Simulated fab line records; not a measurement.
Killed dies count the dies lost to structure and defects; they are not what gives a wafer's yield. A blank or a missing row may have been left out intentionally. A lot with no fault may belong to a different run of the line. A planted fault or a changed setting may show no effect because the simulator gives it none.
fab line records	flow n5-finfet
record: lots: 8	wafers: 24	last-day: 18
route steps=1938 shown BEOL_M4@1111 BEOL_M9@1419 PASSIVATION@1936
lots that met no fault: from a run of the same line without faults
start-h: the number of hours between the record's first day and the start of the first shown wafer of the lot	wait-h: how many hours have passed since the lot's step before this one	" same as the row above	L1.1+2: a single row standing in for several wafers	- either no value or no given start	* or withheld: withheld	< > ~ a bound
route shown NAME@n: names a module that has steps shown in the file, with the first one's number in the route	usual: the fault-free wafers' mean and standard deviation	same: alike in all rows	chamber/n: place in a boat	sites: per-site readings	_std_site: standard deviation across them	_edge_site: outer sites' mean less inner sites'	radius-mm: for every site, how far away it sits from the centre of the wafer	mask NAME#n: copy n	behind: the most recent tool/chamber to have shaped the wafer	hold: cause of the lot's hold/its duration in hours/its outcome	device: the n, p or np transistor that did not switch	end of line: the same wafers' tests at the end of the route	for a step that has no rows: nothing shown but its recipe	killed: dies that structure and defects cost at the first sort, which is not the same as the wafer's yield	map: dies across one wafer; x = killed, . = not, _ = none there
set.NAME: setting as actually run; set.NAME@STEP: the setting as run at that earlier step	model.NAME: the simulator's own value behind a step, which no gauge read
a sample of lots followed through the steps of the route, with each step as a table and each wafer as a row
services: when a tool's chamber went out of use (start-h, in hours from the record's first day, below 0 if earlier), for how many hours, and the reason
== steps ==
step: N5_BEOL_M4_RC_MEAS_101
usual: DIBL_N: 36.1/1.7	DIBL_P: 35.9/2.1	IOFF_N: 0.154/0.029	IOFF_P: 0.21/0.035	ION_N: 673/10	ION_P: 463/7.5	SS_N: 71.6/0.59	SS_P: 73.2/0.69	VT_N: 250.5/2.9	VT_P: -250/3.2
lot.wafer	tool	chamber	start-h	wait-h	DIBL_N[mV/V]	DIBL_P[mV/V]	IOFF_N[nA/um]	IOFF_P[nA/um]	ION_N[uA/um]	ION_P[uA/um]	SS_N[mV/dec]	SS_P[mV/dec]	VT_N[mV]	VT_P[mV]
L847.1	prober-01	0	199.89	0.0	36.0	36.4	0.148	0.21	673	468	71.7	73.7	253.1	-250
L847.2	"	0	"	"	36.3	36.3	0.160	0.22	675	465	70.9	73.5	252.2	-247
L847.4	"	0	"	"	38.3	39.3	0.189	0.27	690	474	71.7	74.4	247.2	-246
L856.1	prober-01	0	252.55	0.0	35.5	33.6	0.129	0.17	671	458	71.4	73.4	253.9	-256
L856.3	"	0	"	"	38.1	36.0	0.174	0.21	686	459	71.9	73.2	246.4	-250
L856.5	"	0	"	"	34.7	32.0	0.118	0.15	653	445	70.9	72.0	252.6	-253
L857.1	prober-01	0	268.87	0.0	35.6	35.8	0.148	0.21	668	462	71.5	73.6	250.8	-250
L857.3	"	0	"	"	35.3	35.4	0.140	0.20	665	458	71.5	73.0	251.8	-250
L857.4	"	0	"	"	36.7	36.4	0.151	0.20	661	454	72.3	72.6	250.6	-250
L860.3	prober-02	0	272.77	0.3	37.2	37.7	0.166	0.28	678	480	72.0	73.7	248.9	-243
L860.4	"	0	"	"	34.7	34.4	0.118	0.22	651	462	71.1	72.4	253.9	-247
L860.5	"	0	"	"	36.0	36.1	0.152	0.25	671	471	70.3	73.1	248.7	-244
L861.1	prober-01	0	275.23	0.0	38.0	37.8	0.192	0.24	691	469	72.7	73.1	248.7	-248
L861.3	"	0	"	"	35.1	33.7	0.117	0.17	650	449	71.3	72.9	255.1	-254
L861.6	"	0	"	"	38.2	37.4	0.187	0.22	687	468	72.1	73.4	246.8	-250
L859.1	prober-01	0	279.59	0.0	35.5	36.0	0.133	0.21	670	466	71.0	73.6	254.2	-249
L859.2	"	0	"	"	35.6	37.0	0.142	0.23	665	469	70.6	73.3	249.0	-248
L859.4	"	0	"	"	34.0	34.9	0.113	0.19	665	466	71.3	72.9	253.2	-248
L865.3	prober-02	0	306.34	0.3	36.1	34.5	0.143	0.21	668	466	70.9	72.8	252.3	-247
L865.4	"	0	"	"	36.5	35.5	0.158	0.22	676	468	71.9	72.2	247.6	-249
L865.5	"	0	"	"	35.0	33.4	0.135	0.19	677	474	71.2	72.3	251.1	-250
L867.1	prober-02	0	322.26	0.1	36.6	33.7	0.141	0.17	670	458	71.2	73.6	252.5	-254
L867.2	"	0	"	"	36.2	33.5	0.131	0.17	669	457	70.7	72.3	253.5	-254
L867.4	"	0	"	"	38.7	37.3	0.171	0.21	675	456	71.6	73.7	247.2	-250
step: N5_BEOL_M9_ETCH_62
recipe: chemistry: N2/H2	target: SOC	target-depth-a: 1100	overetch-a: 220	mask-material: SiARC	temp-c: 40	time-s: 165	ion-energy-ev: 200	pressure-mtorr: 30	source-w: 840	bias-w: 150	n2-flow-sccm: 200	h2-flow-sccm: 200
usual: drypump-motor-current-A: 5.7/0.36	oes-product-au: 0.68/0.078	rf-vpp-V: 524.6/2.2	showerhead-plenum-p-Torr: 2.57/0.073	throttle-valve-pct: 17.78/0.26
lot.wafer	tool	chamber	start-h	wait-h	drypump-motor-current-A	oes-product-au	rf-hours-counter-h	rf-vpp-V	showerhead-plenum-p-Torr	throttle-valve-pct
L847.1	rie-diel-06	0	236.95	0.0	5.4	0.70	74	525.8	2.58	17.70
L847.2	"	2	"	"	6.1	0.63	163	526.6	2.64	18.00
L847.4	"	2	"	"	6.1	0.63	-	525.7	2.64	17.99
L856.1	rie-diel-03	1	296.41	0.0	5.5	0.77	16	522.5	2.48	17.44
L856.3	"	2	"	"	5.8	0.76	26	522.1	2.48	17.53
L856.5	"	0	"	"	5.3	0.64	-	525.8	2.65	17.98
L857.1	rie-diel-03	1	308.81	0.0	5.5	0.77	20	521.7	2.48	17.44
L857.3	"	2	"	"	5.8	0.76	30	522.4	2.47	17.52
L857.4	"	0	"	"	5.3	0.63	187	526.4	2.64	17.98
L860.3	rie-diel-06	2	311.11	0.0	6.0	0.62	189	526.0	2.63	18.04
L860.4	"	0	"	"	5.4	0.68	-	524.8	2.57	17.74
L860.5	"	3	"	"	5.7	0.77	-	525.2	2.62	17.65
L861.1	rie-diel-06	2	312.47	0.0	6.1	0.61	190	526.5	2.63	18.05
L861.3	"	3	"	"	5.7	0.77	12	525.0	2.62	17.65
L861.6	"	0	"	"	5.4	0.69	-	525.4	2.57	17.74
L859.1	rie-diel-06	3	319.12	0.0	5.7	0.77	14	525.2	2.62	17.65
L859.2	"	2	"	"	6.1	0.61	192	525.9	2.63	18.06
L859.4	"	2	"	"	6.1	0.62	-	526.5	2.63	18.04
L865.3	rie-diel-02	2	351.72	0.0	5.1	0.61	206	526.5	2.62	18.08
L865.4	"	3	"	"	5.7	0.78	22	526.0	2.59	17.37
L865.5	"	2	"	"	5.1	0.61	-	525.8	2.62	18.10
L867.1	rie-diel-02	2	369.46	0.0	5.1	0.60	213	526.5	2.61	18.11
L867.2	"	0	"	"	6.6	0.75	25	529.0	2.72	17.69
L867.4	"	1	"	"	6.0	0.61	202	524.6	2.54	17.63
step: N5_BEOL_M9_STRIP_19
recipe: chemistry: O2	power-w: 400	temp-c: 40	pressure-mtorr: 30	rf-frequency-hz: 6e+07	bias-power-w: 0	overash-fraction: 0.2	o2-flow-sccm: 225
usual: drypump-motor-current-A: 5.7/0.38	oes-product-au: 0.80/0.096	rf-vpp-V: 3.6/0.52	showerhead-plenum-p-Torr: 2.13/0.063	throttle-valve-pct: 16.67/0.26
same: overash-fraction: 0.2
lot.wafer	tool	chamber	start-h	wait-h	drypump-motor-current-A	oes-product-au	rf-hours-counter-h	rf-vpp-V	showerhead-plenum-p-Torr	throttle-valve-pct
L847.1	rie-diel-06	3	237.24	0.1	5.7	0.70	245	3.0	2.15	16.91
L847.2	"	0	"	"	5.3	0.83	74	3.1	2.13	16.58
L847.4	"	0	"	"	5.3	0.83	-	3.2	2.13	16.61
L856.1	rie-diel-03	1	296.71	0.1	5.5	0.94	16	3.0	2.03	16.29
L856.3	"	0	"	"	5.3	0.77	183	3.4	2.19	16.78
L856.5	"	0	"	"	5.3	0.76	-	3.9	2.19	16.81
L857.1	rie-diel-02	1	309.11	0.1	6.0	0.73	183	3.8	2.07	16.32
L857.3	"	0	"	"	6.6	0.95	5	3.4	2.23	16.33
L857.4	"	3	"	"	5.6	0.97	9	3.2	2.15	16.21
L860.3	rie-diel-03	1	311.42	0.1	5.5	0.92	21	3.4	2.03	16.28
L860.4	"	3	"	"	5.5	0.70	239	4.0	2.06	16.80
L860.5	"	3	"	"	5.6	0.71	-	3.1	2.06	16.80
L861.1	rie-diel-02	2	312.77	0.1	5.2	0.72	194	2.7	2.18	17.05
L861.3	"	0	"	"	6.5	0.95	7	3.7	2.23	16.36
L861.6	"	0	"	"	6.6	0.95	-	3.7	2.23	16.35
L859.1	rie-diel-03	3	319.42	0.1	5.5	0.70	240	3.8	2.05	16.81
L859.2	"	0	"	"	5.4	0.75	190	3.2	2.19	16.80
L859.4	"	1	"	"	5.5	0.90	22	3.3	2.03	16.24
L865.3	rie-diel-02	2	352.08	0.1	5.1	0.71	206	3.8	2.17	17.10
L865.4	"	1	"	"	6.0	0.73	195	3.5	2.07	16.34
L865.5	"	1	"	"	6.0	0.73	-	3.4	2.07	16.35
L867.1	rie-diel-06	3	369.77	0.1	5.7	0.88	33	3.5	2.14	16.44
L867.2	"	1	"	"	5.8	0.95	11	2.9	2.15	16.50
L867.4	"	0	"	"	5.3	0.80	121	3.7	2.12	16.69
step: N5_BEOL_M9_DESCUM_33
recipe: chemistry: O2	time-s: 7	source-power-w: 50	bias-power-w: 20	pressure-mtorr: 20	rf-frequency-hz: 2.712e+07	temp-c: 40	resist: CAR-EUV	o2-flow-sccm: 225
usual: drypump-motor-current-A: 5.7/0.36	oes-product-au: 0.80/0.095	rf-vpp-V: 243.8/1.1	showerhead-plenum-p-Torr: 2.13/0.056	throttle-valve-pct: 20.45/0.27
lot.wafer	tool	chamber	start-h	wait-h	drypump-motor-current-A	oes-product-au	rf-hours-counter-h	rf-vpp-V	showerhead-plenum-p-Torr	throttle-valve-pct
L847.1	rie-diel-06	3	238.63	0.0	5.7	0.71	245	244.3	2.15	20.63
L847.2	"	2	"	"	6.0	0.75	164	244.8	2.19	20.74
L847.4	"	3	"	"	5.7	0.70	-	244.3	2.15	20.63
L856.1	rie-diel-06	1	297.42	0.1	5.8	0.71	247	242.8	2.15	20.76
L856.3	"	0	"	"	5.3	0.82	95	244.5	2.12	20.42
L856.5	"	2	"	"	6.1	0.74	-	243.1	2.18	20.76
L857.1	rie-diel-02	2	310.16	0.0	5.1	0.72	193	245.1	2.17	20.80
L857.3	"	3	"	"	5.5	0.97	9	244.1	2.15	20.02
L857.4	"	0	"	"	6.6	0.95	6	245.5	2.22	20.08
L861.1	rie-diel-02	2	314.50	0.1	5.1	0.71	194	244.7	2.17	20.79
L861.3	"	0	"	"	6.5	0.95	8	244.4	2.22	20.09
L861.6	"	3	"	"	5.6	0.96	-	243.5	2.15	20.03
L860.3	rie-diel-06	0	314.60	0.0	5.4	0.82	101	243.2	2.12	20.42
L860.4	"	2	"	"	6.1	0.74	-	244.0	2.18	20.80
L860.5	"	3	"	"	5.7	0.92	-	244.6	2.14	20.18
L859.1	rie-diel-03	3	320.42	0.0	5.6	0.70	240	243.9	2.05	20.53
L859.2	"	2	"	"	5.8	0.91	32	241.7	2.06	20.41
L859.4	"	0	"	"	5.3	0.74	190	244.5	2.18	20.57
L865.3	rie-diel-06	3	354.71	2.0	5.7	0.89	27	243.7	2.13	20.20
L865.4	"	0	"	"	5.4	0.81	-	242.9	2.12	20.44
L865.5	"	3	"	"	5.7	0.88	-	245.1	2.13	20.19
L867.1	rie-diel-06	3	371.76	0.3	5.7	0.88	34	244.5	2.13	20.19
L867.2	"	2	"	"	6.1	0.72	212	244.3	2.17	20.82
L867.4	"	1	"	"	5.8	0.94	12	243.8	2.15	20.29
step: N5_BEOL_M9_STRIP_36
recipe: chemistry: N2/H2	power-w: 450	temp-c: 40	pressure-mtorr: 20	rf-frequency-hz: 6e+07	overash-fraction: 0.3	bias-power-w: 7	h2-frac: 0.5	n2-flow-sccm: 200	h2-flow-sccm: 200
usual: drypump-motor-current-A: 5.7/0.36	oes-product-au: 0.80/0.093	power-w: 450.1/1.3	rf-vpp-V: 59.3/1.3	showerhead-plenum-p-Torr: 2.58/0.063	throttle-valve-pct: 23.63/0.25
same: overash-fraction: 0.3
lot.wafer	tool	chamber	start-h	wait-h	drypump-motor-current-A	oes-product-au	power-w	rf-hours-counter-h	rf-vpp-V	showerhead-plenum-p-Torr	throttle-valve-pct
L847.1	rie-diel-06	3	238.87	0.0	5.7	0.72	450.2	245	60.9	2.62	23.93
L847.2	"	2	"	"	6.1	0.77	448.6	164	57.4	2.64	23.86
L847.4	"	3	"	"	5.7	0.70	449.8	-	60.3	2.62	23.97
L856.1	rie-diel-06	1	297.66	0.0	5.8	0.69	451.9	248	55.8	2.60	23.76
L856.3	"	0	"	"	5.4	0.82	448.8	95	58.3	2.57	23.55
L856.5	"	2	"	"	6.1	0.74	450.5	-	56.9	2.63	23.84
L857.1	rie-diel-02	2	310.40	0.0	5.2	0.73	449.0	193	58.6	2.62	23.71
L857.3	"	3	"	"	5.6	0.96	448.5	9	56.4	2.59	23.26
L857.4	"	0	"	"	6.5	0.96	449.4	6	60.3	2.72	23.50
L861.1	rie-diel-02	2	314.74	0.0	5.1	0.71	450.3	195	58.6	2.62	23.75
L861.3	"	0	"	"	6.6	0.95	449.6	8	58.8	2.72	23.55
L861.6	"	3	"	"	5.6	0.97	450.2	-	58.4	2.59	23.27
L860.3	rie-diel-06	0	314.84	0.0	5.3	0.82	450.4	102	58.6	2.56	23.54
L860.4	"	2	"	"	6.1	0.73	449.2	-	60.0	2.63	23.85
L860.5	"	3	"	"	5.7	0.92	449.7	-	62.0	2.61	23.45
L859.1	rie-diel-03	3	320.66	0.0	5.6	0.71	449.4	240	58.0	2.51	24.07
L859.2	"	2	"	"	5.8	0.89	450.7	32	60.4	2.47	23.31
L859.4	"	0	"	"	5.3	0.74	452.8	190	60.4	2.64	23.88
L865.3	rie-diel-06	3	354.95	0.0	5.7	0.89	451.1	28	59.3	2.61	23.47
L865.4	"	0	"	"	5.3	0.80	449.8	-	62.1	2.56	23.57
L865.5	"	3	"	"	5.7	0.90	450.4	-	62.2	2.61	23.47
L867.1	rie-diel-06	3	372.00	0.0	5.7	0.87	450.3	34	57.5	2.60	23.50
L867.2	"	2	"	"	6.1	0.73	450.4	212	58.7	2.62	23.89
L867.4	"	1	"	"	5.8	0.94	451.4	12	58.9	2.59	23.25
step: N5_BEOL_M9_OCD_MEAS_38
usual: trench-depth-nm: 151.8/2.8
lot.wafer	tool	chamber	start-h	wait-h	trench-depth-nm
L847.1	ocd-01	-	239.08	-	150.9
L847.2	"	-	"	"	155.0
L847.4	"	-	"	"	154.1
L856.1	ocd-01	-	297.87	-	90.7
L856.3	"	-	"	"	130.0
L856.5	"	-	"	"	153.9
L857.1	ocd-02	-	310.62	-	65.3
L857.3	"	-	"	"	124.3
L857.4	"	-	"	"	155.5
L861.1	ocd-02	-	314.95	-	148.2
L861.3	"	-	"	"	154.7
L861.6	"	-	"	"	156.6
L860.3	ocd-02	-	315.06	-	152.0
L860.4	"	-	"	"	154.1
L860.5	"	-	"	"	155.3
L859.1	ocd-01	-	320.87	-	149.3
L859.2	"	-	"	"	153.1
L859.4	"	-	"	"	148.6
L865.3	ocd-01	-	355.16	-	153.8
L865.4	"	-	"	"	149.1
L865.5	"	-	"	"	152.7
L867.1	ocd-01	-	372.23	-	153.4
L867.2	"	-	"	"	155.6
L867.4	"	-	"	"	154.0
step: N5_PASSIVATION_PROBE_49
usual: defect-limited-yield: 91.3/1.4	killed_at_M0_to_M3: 34/9.2	killed_at_M4_up: 13/5.3	killed-at-contacts: 12/6	killed-at-front-end: 39/12	killed-at-other: 4/3.3	killed-dies: 102/17	killed-on-rim: 13/3.9	killed-open: 67/12	killed-short: 34/7.4	sort_bin_5_function: 5.1/1	sort_bin_6_memory: 3.2/0.6	sort-n-pass: 1078/17	sort-yield-pct: 91.3/1.4
same: gross-dies: 1180	killed-at-back-side: 0	sort_bin_4_leakage[%]: 0	sort_bin_8_speed[%]: 0
lot.wafer	tool	chamber	start-h	wait-h	defect-limited-yield[%]	killed_at_M0_to_M3	killed_at_M4_up	killed-at-contacts	killed-at-front-end	killed-at-other	killed-dies	killed-on-rim	killed-open	killed-short	sort_bin_5_function[%]	sort_bin_6_memory[%]	sort-n-pass	sort-yield-pct[%]
L856.1	prober-02	-	364.49	0.0	59.0	29	394	20	41	0	484	35	65	41	36.9	3.8	696	59.0
L856.3	prober-02	-	364.59	0.1	82.3	27	94	27	58	3	209	24	78	49	13.6	3.7	971	82.3
L856.5	prober-02	-	364.69	0.2	92.7	39	15	4	23	5	86	11	57	27	4.3	2.9	1094	92.7
L857.1	prober-01	-	375.09	0.0	42.6	33	607	6	29	2	677	56	48	30	54.2	3.1	503	42.6
L857.3	prober-01	-	375.19	0.1	69.4	36	286	11	27	1	361	10	64	23	27.5	3.1	819	69.4
L857.4	prober-01	-	375.24	0.2	91.9	36	10	11	37	1	95	15	61	33	5.2	2.8	1085	91.9
L860.3	prober-02	-	379.95	0.1	90.6	26	22	14	47	2	111	12	74	30	5.5	3.2	1069	90.6
L860.4	prober-02	-	380.00	0.2	91.5	36	6	21	35	2	100	16	54	40	3.8	3.4	1080	91.5
L860.5	prober-02	-	380.05	0.2	91.1	15	24	26	35	5	105	17	69	35	6.5	2.0	1075	91.1
killed by level:class
L856.1 BEOL_M9:area-etch=378 MOL_CONTACT_COAG:geometric-particle:open=16 FIN_SAQP:geometric-particle:short=11 FIN_SAQP:geometric-particle:open=11 BEOL_M0_SAQP:geometric-particle:short=11 BEOL_M0_SAQP:geometric-particle:open=9 STI_FIN_REVEAL:geometric-particle:open=6 BEOL_M4:geometric-particle:open=6
L856.3 BEOL_M9:area-etch=79 FIN_SAQP:geometric-particle:open=30 MOL_CONTACT_COAG:geometric-particle:open=20 FIN_SAQP:geometric-particle:short=17 BEOL_M4:geometric-particle:open=9 BEOL_M0_SAQP:geometric-particle:short=7 MOL_CONTACT_COAG:geometric-particle:short=6 BEOL_M0_SAQP:geometric-particle:open=5
L856.5 BEOL_M1:geometric-particle:open=12 FIN_SAQP:geometric-particle:open=10 FIN_SAQP:geometric-particle:short=8 BEOL_M0_SAQP:geometric-particle:open=8 BEOL_M4:geometric-particle:open=7 BEOL_M0_SAQP:geometric-particle:short=6 BEOL_M3:geometric-particle:open=6 BEOL_M2:geometric-particle:open=4
L857.1 BEOL_M9:area-etch=599 BEOL_M0_SAQP:geometric-particle:open=8 BEOL_M0_SAQP:geometric-particle:short=7 DUMMY_GATE:geometric-particle:open=6 BEOL_M1:geometric-particle:open=5 BEOL_M3:geometric-particle:open=5 STARTING-WAFER:geometric-particle:open=5 GATE_CUT:geometric-particle:short=4
L857.3 BEOL_M9:area-etch=273 MOL_CONTACT_COAG:geometric-particle:open=9 BEOL_M3:geometric-particle:open=9 BEOL_M2:geometric-particle:open=7 FIN_SAQP:geometric-particle:open=5 BEOL_M0_SAQP:geometric-particle:open=5 BEOL_M0:geometric-particle:open=4 GATE_CUT:geometric-particle:short=4
L857.4 FIN_SAQP:geometric-particle:open=13 BEOL_M0_SAQP:geometric-particle:short=13 MOL_CONTACT_COAG:geometric-particle:open=8 DUMMY_GATE:geometric-particle:open=6 BEOL_M2:geometric-particle:open=6 FIN_SAQP:geometric-particle:short=5 BEOL_M1:geometric-particle:open=5 BEOL_M0_SAQP:geometric-particle:open=4
L860.3 STI_FIN_REVEAL:geometric-particle:open=12 MOL_CONTACT_COAG:geometric-particle:open=12 BEOL_M2:geometric-particle:open=11 BEOL_M4:geometric-particle:open=9 FIN_SAQP:geometric-particle:short=8 HKMG_FIN:area-etch=7 BEOL_M5:geometric-particle:open=6 DUMMY_GATE:geometric-particle:open=5
L860.4 BEOL_M2:geometric-particle:open=18 MOL_CONTACT_COAG:geometric-particle:open=13 FIN_SAQP:geometric-particle:short=9 MOL_CONTACT_COAG:geometric-particle:short=8 BEOL_M0_SAQP:geometric-particle:short=7 DUMMY_GATE:geometric-particle:open=6 HKMG_FIN:area-etch=6 BEOL_M2:geometric-particle:short=5
L860.5 MOL_CONTACT_COAG:geometric-particle:open=20 FIN_SAQP:geometric-particle:open=16 BEOL_M4:geometric-particle:open=8 FIN_SAQP:geometric-particle:short=6 MOL_CONTACT_COAG:geometric-particle:short=6 BEOL_M7:geometric-particle:open=5 BEOL_M4:geometric-particle:short=5 GATE_CUT:geometric-particle:short=3
== services ==
tool	chamber	start-h	hours	kind
rie-diel-03	1	223.29	-	clean
rie-diel-03	1	223.29	-	consumable-replace:focus-ring
rie-diel-03	1	223.29	20.4	scheduled-down
rie-diel-03	1	223.29	20.4	vent-cycle
rie-diel-06	3	250.46	-	clean
rie-diel-06	3	250.46	-	consumable-replace:focus-ring
rie-diel-06	3	250.46	18.2	scheduled-down
rie-diel-06	3	250.46	18.2	vent-cycle
rie-diel-02	3	261.39	-	clean
rie-diel-02	3	261.39	-	consumable-replace:focus-ring
rie-diel-02	3	261.39	21.8	scheduled-down
rie-diel-02	3	261.39	21.8	vent-cycle
rie-diel-02	0	283.23	-	clean
rie-diel-02	0	283.23	-	consumable-replace:focus-ring
rie-diel-02	0	283.23	-	consumable-replace:showerhead
rie-diel-02	0	283.23	12.3	scheduled-down
rie-diel-02	0	283.23	12.3	vent-cycle
rie-diel-06	1	305.63	-	clean
rie-diel-06	1	305.63	-	consumable-replace:focus-ring
rie-diel-06	1	305.63	18.3	scheduled-down
rie-diel-06	1	305.63	18.3	vent-cycle
rie-diel-02	-	315.59	2.8	pm
rie-diel-03	-	343.13	14.6	pm
rie-diel-06	1	352.47	9.0	repair
== key ==
first-sign: step: N5_BEOL_M9_OCD_MEAS_38	reading: trench-depth-nm	direction: down	sigmas: 18	usual: 151.8	struck: 102.6
effect: step: N5_PASSIVATION_PROBE_49	reading: killed_at_M4_up	direction: up	sigmas: 63	usual: 13	struck: 345
more-kills-born-at: N5_BEOL_M9_ETCH_62@rie-diel-03: 1329
met-at N5_BEOL_M9_ETCH_62
struck-lots L856,L857
struck-wafers L856.1,L856.3,L857.1,L857.3
later-rows-left-out L857.1
not-acting-at N5_BEOL_M9_STRIP_19,N5_BEOL_M9_DESCUM_33,N5_BEOL_M9_STRIP_36
fault: kind: process-parameter-drift	tool: rie-diel-03	chamber: -	onset-h: 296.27	steps: N5_BEOL_M9_ETCH_62	channel: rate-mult	offset: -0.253	shape: step	end-h: 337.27	scope: struck-wafers-only
later-rows-left-out: the simulator's readings of these wafers behind a module that went badly wrong aren't trusted and aren't shown, but for the sort
